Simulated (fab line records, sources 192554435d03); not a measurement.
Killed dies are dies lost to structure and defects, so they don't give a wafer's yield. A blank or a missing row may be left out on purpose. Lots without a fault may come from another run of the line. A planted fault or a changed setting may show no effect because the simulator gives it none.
Chamber matching | flow n5_finfet | N5_MOL_CONTACT_COAG_CMP_28 on cmp-02: 4 sister chambers
The step polishes, stops on SiNx, t overpolish 0.85 s, target thk 14.522 nm. 16 wafers are shown with their chamber, then 8 later ones without.

WAFERS WITH THEIR CHAMBER
wafer  | chamber | motor_current_A (A) | time_to_endpoint_s (s)
L074.1 | 0       | 12.0                | 7.0
L074.4 | 2       | 12.4                | 3.0
L074.6 | 3       | 14.4                | 6.2
L077.2 | 0       | 12.3                | 6.5
L077.3 | 2       | 12.4                | 1.6
L077.5 | 0       | 12.6                | 5.2
L078.2 | 3       | 13.6                | 3.0
L078.4 | 0       | 12.2                | 4.4
L078.5 | 0       | 12.2                | 7.1
L080.2 | 2       | 12.4                | 4.4
L080.4 | 3       | 13.5                | 4.8
L080.5 | 3       | 13.4                | 7.3
L084.1 | 2       | 12.9                | 2.7
L084.4 | 1       | 12.6                | 6.7
L084.5 | 2       | 12.9                | 2.1
L085.2 | 2       | 12.4                | 4.5

SIGNATURES (means of the wafers above)
reading            | chamber 0 | chamber 1 | chamber 2 | chamber 3 | scatter within a chamber
motor_current_A    | 12.260    | 12.600    | 12.567    | 13.725    | 0.31
time_to_endpoint_s | 6.040     | 6.700     | 3.050     | 5.325     | 1.39
Rule: a wafer's distance from a chamber is the root of the sum, over the readings, of the square of ((its reading less the chamber's mean) divided by the reading's scatter). The wafer belongs to the nearest chamber; if the next one is less than 2 further off, it can't be placed. The scatter: the root of (the sum of the squares of (reading less its chamber's mean) over the shown wafers, divided by (wafers less chambers)).

WAFERS WITHOUT THEIR CHAMBER
wafer  | motor_current_A (A) | time_to_endpoint_s (s)
L085.3 | 12.3                | 5.6
L085.4 | 11.6                | 4.5
L090.3 | 13.9                | 5.4
L090.4 | 12.5                | 4.3
L090.6 | 12.6                | 4.8
L091.3 | 13.0                | 6.9
L091.4 | 12.4                | 6.3
L091.5 | 12.0                | 6.4

WHICH CHAMBER EACH WENT THROUGH
wafer  | from the rows above               | in truth
L085.3 | can't be placed: 0 or 1 or 2      | 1
L085.4 | can't be placed: 0 or 2 or 1      | 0
L090.3 | 3                                 | 3
L090.4 | can't be placed: 2 or 0 or 1      | 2
L090.6 | can't be placed: 2 or 1 or 0      | 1
L091.3 | can't be placed: 1 or 0 or 3 or 2 | 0
L091.4 | can't be placed: 0 or 1 or 2      | 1
L091.5 | can't be placed: 0 or 1           | 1
Placed correctly: 1 of 8. Can't be placed from these rows: 7 (the true chamber is among the candidates in 7). Placed wrongly: 0.
